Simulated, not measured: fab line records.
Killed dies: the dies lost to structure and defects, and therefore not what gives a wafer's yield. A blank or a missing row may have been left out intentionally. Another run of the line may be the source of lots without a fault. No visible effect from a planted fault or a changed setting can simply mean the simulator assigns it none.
A lot that was struck, set against a sound lot | flow nand-harc | 21 steps out of a route of 1302
Sound: the wafers L930.2, L930.4, L930.5. Struck: wafers L934.2, L934.3, L934.5. The cause comes at the end.
Order at every step that has rows: each side's tool, ch and its chambers, its first start. Under that, the readings that differ: sound wafers | struck wafers | difference of the means | sigmas: that difference in standard deviations of wafers without a fault.
alike: same words and numbers on both sides, and readings whose means sit less than 2 such deviations apart. not compared: any withheld reading, any reading some wafer has no value for, any bound like >300 that may hide the same value, and any number with overlapping values for which the record gives no deviation.
A row with sigmas, a row that says differs or no value, or rows on one side alone: a step with any of these is where the two part. Non-overlapping numbers with no deviation appear without sigmas and do not part them. Lack of a reading on every wafer of one side parts them only where that side has two or more wafers.

NHARC_P_CONTACT_CMP_24: polishes, t overpolish 30 s, target thk 200 nm.
  sound on cmp-01 ch 0,1, day 6 10:02; struck on cmp-02 ch 0,1,3, day 8 02:10
  alike: motor-current-A, overpolish-run-s, time-to-endpoint-s
after that, 1 step had no rows for these wafers: NHARC_P_CONTACT_SRD_26.
NHARC_P_CONTACT_INSPECT_27:
  struck on defect-inspect-01, day 8 02:32; sound on defect-inspect-02, day 6 10:26
  alike: raw-defect-count
then, 8 steps without rows for these wafers: NHARC_P_M0_DEP_00 (deposits SiOC, target thk 150 nm); NHARC_P_M0_DEHYDRATE_01 (time 120 s); NHARC_P_M0_HMDS_02 (time 30 s); NHARC_P_M0_COAT_33 (time 65 s); NHARC_P_M0_COAT_03 (resist thk 90 nm); NHARC_P_M0_SOFTBAKE_04 (time 55 s); NHARC_P_M0_EBR_05; NHARC_P_M0_EXPOSE_06 (exposes mask P M0, target cd 90 nm).
NHARC_P_M0_PEB_07: peb time 65 s.
  sound on litho-track-06 ch 0, day 6 11:15; struck on litho-track-06 ch 0, day 8 03:14
  reading                  | sound             | struck            | difference | sigmas
  heater-power-total-W (W) | 156.1 156.2 157.0 | 161.4 161.1 161.3 | +4.8       | +11
then, 1 step without rows for these wafers: NHARC_P_M0_DEVELOP_08 (develop time 35 s).
NHARC_P_M0_CD_MEAS_09: the cd target is 90 nm.
  sound on cd-sem-03 ch 0, day 6 11:20; struck on cd-sem-01 ch 0, day 8 03:19
  reading    | sound          | struck         | difference | sigmas
  cd-nm (nm) | 90.1 90.2 90.6 | 89.2 88.2 88.4 | -1.7       | -3
NHARC_P_M0_OVL_MEAS_10: pitch 180 nm.
  struck on overlay-02, day 8 03:25; sound on overlay-01, day 6 11:26
  reading           | sound       | struck         | difference | sigmas
  overlay-y-nm (nm) | 0.9 0.1 0.7 | -0.7 -1.3 -0.7 | -1.5       | -2
  alike: overlay-x-nm
NHARC_P_M0_INSPECT_11:
  struck on defect-inspect-02, day 8 03:27; sound on defect-inspect-02, day 6 11:28
  reading          | sound  | struck | difference | sigmas
  raw-defect-count | 8 10 6 | 4 1 0  | -6         | -3
NHARC_P_M0_DESCUM_14: chemistry O2, time 3 s.
  sound on rie-diel-07 ch 0,1,3, day 6 11:31; struck on rie-diel-04 ch 1,2,3, day 8 03:31
  reading               | sound             | struck            | difference | sigmas
  model.P_M0.cd-nm (nm) | 89.88 89.83 90.04 | 89.28 88.09 88.24 | -1.38      |
  alike: drypump-motor-current-A, oes-product-au, rf-vpp-V, showerhead-plenum-p-Torr, throttle-valve-pct
  not compared: rf-hours-counter-h
NHARC_P_M0_ETCH_34: etches the open film in N2/H2, target depth 40 nm, overetch 12 nm, time 43.94 s.
  sound on rie-diel-07 ch 0,1, day 6 11:37; struck on rie-diel-04 ch 0,2, day 8 03:36
  alike: drypump-motor-current-A, oes-product-au, rf-vpp-V, showerhead-plenum-p-Torr, throttle-valve-pct
  not compared: rf-hours-counter-h
NHARC_P_M0_ETCH_15: etches the open film in C4F8/Ar, target depth 150 nm, overetch 15 nm, time 82.5 s.
  sound: rie-diel-07 ch 1,3; struck: rie-diel-04 ch 2,3
  reading               | sound             | struck            | difference | sigmas
  model.P_M0.cd-nm (nm) | 89.56 89.58 89.95 | 89.29 87.85 88.25 | -1.23      |
  alike: oes-product-au, rf-vpp-V
  not compared: rf-hours-counter-h
NHARC_P_M0_CD_MEAS_16:
  struck on cd-sem-01, day 8 03:49; sound on cd-sem-02, day 6 11:49
  reading    | sound          | struck         | difference | sigmas
  cd-nm (nm) | 89.6 89.6 90.0 | 89.1 87.9 88.1 | -1.4       | -2
NHARC_END_SORT_01:
  the record has rows for the sound wafers here (prober-02 ch 0, day 24 12:28) and none for the struck ones

WHERE THEY PART
Last at NHARC_END_SORT_01 as far as this record goes, first at NHARC_P_M0_PEB_07.

WHY: what had been put in by the simulator
Process parameters drifting: litho-track-06 at NHARC_P_M0_PEB_07, beginning at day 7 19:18. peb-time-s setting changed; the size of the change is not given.
